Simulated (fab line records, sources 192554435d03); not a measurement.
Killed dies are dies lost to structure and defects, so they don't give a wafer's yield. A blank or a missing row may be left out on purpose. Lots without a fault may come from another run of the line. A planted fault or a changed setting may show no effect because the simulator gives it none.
Chamber matching | flow n5_finfet | N5_HKMG_FIN_ETCH_55 on rie_diel-01: 4 sister chambers
The step etches SOC in N2/H2, target depth 240 nm, time 300 s. 4 wafers are shown with their chamber, then 9 later ones without.

WAFERS WITH THEIR CHAMBER
wafer  | chamber | drypump_motor_current_A (A)
L077.6 | 2       | 5.1
L084.2 | 3       | 6.5
L084.4 | 1       | 5.8
L084.5 | 0       | 5.6

WAFERS WITHOUT THEIR CHAMBER
wafer  | drypump_motor_current_A (A)
L087.3 | 6.5
L087.4 | 5.8
L087.5 | 5.7
L091.1 | 6.5
L091.2 | 5.1
L091.4 | 5.8
L093.2 | 5.8
L093.4 | 5.7
L093.6 | 5.6

WHICH CHAMBER EACH WENT THROUGH
wafer  | from the rows above     | in truth
L087.3 | 3                       | 3
L087.4 | 1                       | 1
L087.5 | can't be placed: 1 or 0 | 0
L091.1 | 3                       | 3
L091.2 | 2                       | 2
L091.4 | 1                       | 1
L093.2 | 1                       | 1
L093.4 | can't be placed: 1 or 0 | 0
L093.6 | 0                       | 0
Placed correctly: 7 of 9. Can't be placed from these rows: 2 (the true chamber is among the candidates in 2). Placed wrongly: 0.
How it was worked out, from the rows above alone: a wafer's distance from a chamber is the root of the sum, over the readings, of the square of ((its reading less the chamber's mean) divided by the reading's scatter). The wafer belongs to the nearest chamber; if the next one is less than 2 further off, it can't be placed. A chamber's mean is the mean of its shown wafers. The scatter: with one shown wafer a chamber, the root of the mean of the squares of how far each hidden wafer lies from its nearest shown one.
